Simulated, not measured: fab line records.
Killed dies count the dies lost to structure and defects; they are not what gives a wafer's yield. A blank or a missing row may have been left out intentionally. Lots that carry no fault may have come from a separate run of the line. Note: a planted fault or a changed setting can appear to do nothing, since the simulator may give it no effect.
Matching of chambers | flow n5Finfet | 4 sister chambers for N5_MOL_CONTACT_COAG_ETCH_90 on rieDiel-05
The step etches SiARC in CF4, target depth 13 nm, time 21.7 s. 4 wafers are shown with their chamber, then 8 later ones without.

## EACH WAFER AND ITS CHAMBER
wafer  | chamber | showerheadPlenumPTorr (Torr)
L079.6 | 1       | 2.11
L085.5 | 2       | 2.21
L088.5 | 0       | 2.26
L091.2 | 3       | 2.13

## WAFERS WITH NO CHAMBER GIVEN
wafer  | showerheadPlenumPTorr (Torr)
L091.3 | 2.26
L091.6 | 2.11
L092.2 | 2.11
L092.3 | 2.26
L092.4 | 2.12
L097.1 | 2.11
L097.4 | 2.25
L097.5 | 2.12

## THE CHAMBER EACH PASSED THROUGH
wafer  | from the rows above     | in truth
L091.3 | 0                       | 0
L091.6 | 1                       | 1
L092.2 | 1                       | 1
L092.3 | 0                       | 0
L092.4 | can't be placed: 3 or 1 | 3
L097.1 | 1                       | 1
L097.4 | 0                       | 0
L097.5 | can't be placed: 3 or 1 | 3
Correctly placed: 6 of 8. Cannot be placed on the basis of these rows: 2; the candidates contain the true chamber in 2. 0 placed wrongly.
How it was worked out, from the rows above alone: a wafer's distance from a chamber is the root of the sum, over the readings, of the square of ((its reading less the chamber's mean) divided by the reading's scatter). If the next closest chamber is less than 2 further off than the closest, the wafer can't be placed; otherwise it belongs to the closest. The mean given for a chamber averages the wafers shown for that chamber. The scatter: root of mean squared gap, hidden wafer to nearest shown wafer, with one shown wafer a chamber.
